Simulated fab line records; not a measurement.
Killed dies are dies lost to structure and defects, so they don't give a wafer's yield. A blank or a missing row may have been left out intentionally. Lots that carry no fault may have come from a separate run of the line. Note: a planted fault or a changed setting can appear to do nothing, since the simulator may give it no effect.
Problem report, 8D (eight disciplines) form, completed by code ; flow n5_finfet ; the parts of the form that need people (team, actions taken, sign-off) are left out

== 1. WHAT IS WRONG ==
killed_at_M0_to_M3 at N5_PASSIVATION_PROBE_49 reads a mean of 102 on 3 wafers of 2 lots; wafers without a fault read 34 with a standard deviation of 9.1. Measured from the usual mean, that is +7.5 standard deviations.
First seen on wafer L943.4, day 14 02:31, on prober-02. Wafers with a number at this step in the record: 21, from 7 lots. Rule for "out", or "out of limits": more than 4 standard deviations from the usual mean. All remaining wafers that have a number are taken as sound.

== 2. WHAT IT IS, AND WHAT IT ISN'T ==
question;is;is not
which readings at this step;killed_at_M0_to_M3;killed_at_M4_up, killed_at_contacts, killed_at_front_end, killed_at_other, killed_open, killed_short, sort_bin_6_memory, sort_bin_8_speed
which lots;L943, L946;L938, L939, L940, L945, L957
which wafers of those lots;L943.4, L943.6, L946.3;L943.5, L946.1, L946.5
read on which tools;prober-01, prober-02;-
when;from day 14 02:31;"up to then (9 sound wafers); but 9 sound wafers of L943, L945, L946, L957 came after"

== 3. THE SUSPECTS, EACH WITH WHAT RULES IT OUT ==
Counting: any tool at a process step up to the reading remains a suspect provided it ran every lot that is out. Sound lots after the first of them don't rule it out here, since some wafers of a struck lot are sound.
- pvd_sputter-01 at N5_BEOL_M1_PRE_CLEAN_45 (time 30 s): kept. Every lot that is out went through it, the first being L943 (day 8 07:54); the last sound lot it ran before that was L940 (day 7 17:52).
- rie_diel-01 at N5_PASSIVATION_STRIP_14 (strips in O2): kept. Every lot that is out went through it, the first being L943 (day 13 20:07); the last sound lot it ran before that was L939 (day 13 01:12).
- pvd_sputter-02 at N5_PASSIVATION_DEGAS_18 (time 60 s): kept. It ran every lot that is out, first L943 (day 13 20:31).
pvd_sputter-01 at N5_BEOL_M1_PRE_CLEAN_45, rie_diel-01 at N5_PASSIVATION_STRIP_14 and pvd_sputter-02 at N5_PASSIVATION_DEGAS_18 are what is left after counting.

== 4. THE CAUSE (what the simulator had put in) ==
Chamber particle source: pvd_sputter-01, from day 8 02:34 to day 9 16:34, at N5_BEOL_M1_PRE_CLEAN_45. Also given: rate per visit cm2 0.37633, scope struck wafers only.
Counting leaves 3 suspects; this tool is one of them.

== 5. SEQUENCE OF EFFECTS, ordered by route ==
Each row: a reading whose mean over the struck wafers that have a number lies more than 3 standard deviations from the usual. Readings are gone through only where the record gives a usual standard deviation; hours: the median, over the lots, of the time from a lot's start at the first step in this table giving one to that lot's start at this step; sigmas: the change measured in usual standard deviations.
hours;step;reading;usual;on struck wafers;change;sigmas
0;N5_PASSIVATION_PROBE_49;defect_limited_yield;91.0 %;85.7;-5.3;-3.6
0;N5_PASSIVATION_PROBE_49;killed_at_M0_to_M3;34;102;+68;+7.5
0;N5_PASSIVATION_PROBE_49;killed_dies;106;169;+63;+3.7
0;N5_PASSIVATION_PROBE_49;sort_bin_5_function;5.2 %;8.9;+3.7;+3.9
0;N5_PASSIVATION_PROBE_49;sort_n_pass;1074;1011;-63;-3.7
0;N5_PASSIVATION_PROBE_49;sort_yield_pct;91.0 %;85.7;-5.3;-3.6
The process steps in it:
- N5_PASSIVATION_PROBE_49

== 6. HOW IT WOULD HAVE BEEN CAUGHT EARLIER ==
First out-of-limits reading in this record: day 14 02:31, which is 144 hours after fault onset at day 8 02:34.
An alarm limit of 4 standard deviations would not have fired on the tool readings at N5_BEOL_M1_PRE_CLEAN_45 for which the record gives a usual standard deviation, since none of them was out on any struck wafer.
The start of N5_BEOL_M1_PRE_CLEAN_45 on pvd_sputter-01 came by day 14 02:31 for every one of the lots that are out (2). Had the tool been put on hold then, not one of them would have been saved.
